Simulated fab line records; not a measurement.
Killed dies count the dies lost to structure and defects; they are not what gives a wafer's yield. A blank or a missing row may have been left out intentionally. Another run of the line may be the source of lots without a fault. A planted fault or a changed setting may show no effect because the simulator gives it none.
Split-lot experiment    flow n5Finfet    21 wafers read from 7 lots, route of 1938 steps

SPLIT DETAILS
At N5_BEOL_M7_ILD_DEP_00 (deposits SiCOH lowk from DEMS/porogen, target thk 179.75 nm, time 33.4 s), the setting timeS was moved away from the recipe's 33.4 s on 6 of the 21 wafers read, by -13.7% to +3.9%. The other wafers ran this setting at the recipe's value.

SPLIT TO READING: what lies between them in the file, 1 step
- N5_BEOL_M7_CURE_74: cures SiCOH lowk, time 240 s

THE READING
M7_ILD_THK at N5_BEOL_M7_THK_MEAS_01, in nm. On this fab line, fault-free wafers typically give 155.0 nm with a standard deviation of 2.2 nm.

wafer   tool, chamber at the split  timeS as run, s  against the recipe  M7_ILD_THK, nm  against lot-mates on the recipe
L074.2  pecvd-03, 2                 33.4             recipe              152.8           -
L074.4  pecvd-03, 1                 33.4             recipe              158.6           -
L074.6  pecvd-03, 0                 33.4             recipe              156.4           -
L084.3  pecvd-03, 0                 28.81            -13.7%              132.1           -26.3
L084.4  pecvd-03, 1                 33.4             recipe              158.4           -
L084.5  pecvd-03, 0                 28.81            -13.7%              133.7           -24.7
L085.1  pecvd-03, 0                 33.4             recipe              154.9           -
L085.3  pecvd-03, 2                 31.57            -5.5%               144.5           -9.9
L085.4  pecvd-03, 2                 33.4             recipe              154.0           -
L086.2  pecvd-03, 0                 33.4             recipe              152.9           -
L086.5  pecvd-03, 2                 33.4             recipe              152.6           -
L086.6  pecvd-03, 0                 33.4             recipe              154.5           -
L089.2  pecvd-02, 1                 33.4             recipe              152.2           -
L089.5  pecvd-02, 1                 34.69            +3.9%               159.9           +4.8
L089.6  pecvd-02, 0                 33.4             recipe              157.9           -
L090.1  pecvd-03, 0                 31.22            -6.5%               143.6           -9.8
L090.2  pecvd-03, 2                 33.4             recipe              153.4           -
L090.6  pecvd-03, 1                 31.22            -6.5%               146.9           -6.5
L093.1  pecvd-03, 0                 33.4             recipe              151.1           -
L093.2  pecvd-03, 1                 33.4             recipe              154.1           -
L093.5  pecvd-03, 2                 33.4             recipe              155.1           -

FIT RESULTS
A straight line over all 21 wafers: M7_ILD_THK changes by +1.56 nm for each +1% of timeS; r = +0.96; the points scatter about the line by 2.1 nm.
The same after taking each lot's own level away (the mean of its wafers on the recipe; 21 wafers): +1.74 nm for each +1%; r = +0.97; scatter 2.1 nm.
According to that fit, moving timeS by its largest amount changes the reading by 24 nm.
The lots' own levels span 153.33 to 158.40 nm, that is 2.3 times the standard deviation above.
In other words, the slope is changed by the lot-to-lot level; the two fits disagree.
Check: -22.4 nm against its lot-mates is what the line predicts for one of the wafers moved furthest among these (-13.7%) when that wafer is left out of the fit. It came out at -26.3 nm against them.

OTHER SPLITS APPLIED TO THESE WAFERS
Note: prior to the reading, these wafers also went through further splits. Each is held against what the fit with the lots' levels taken away leaves over:
other split on the same wafers  wafers away from the commonest value  r with M7_ILD_THK (lot level and that fit taken away)
N5_BEOL_M4_DESCUM_16 timeS      3                                     -0.17
N5_BEOL_M4_ETCH_64 biasW        4                                     -0.29
N5_BEOL_M5_COAT_65 spinRpm      5                                     -0.15
N5_BEOL_M5_COAT_74 spinRpm      5                                     -0.38
N5_BEOL_M6_EXPOSE_25 doseMj     6                                     -0.08

THE WHOLE CHAIN: every reading that the file lists as answering this split, in the file's order
step                    what it does                                                              reading                                                                                  change (the file's fit)               r (the file's)
N5_BEOL_M7_ILD_DEP_00   deposits SiCOH lowk from DEMS/porogen, target thk 179.75 nm, time 33.4 s  SiCOH_lowk_of_BEOL_M7_ILD_DEP_00.thkNm (the simulator's own value, which no gauge read)  +1.98 nm for each +1% of the setting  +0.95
N5_BEOL_M7_CURE_74      cures SiCOH lowk, time 240 s                                              SiCOH_lowk_of_BEOL_M7_ILD_DEP_00.thkNm (the simulator's own value, which no gauge read)  +1.72 nm for each +1% of the setting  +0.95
N5_BEOL_M7_THK_MEAS_01                                                                            M7_ILD_THK                                                                               +1.73 for each +1% of the setting     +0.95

FILE'S OWN FIT
M7_ILD_THK changes by +1.73 nm for each +1% of timeS, r = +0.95.
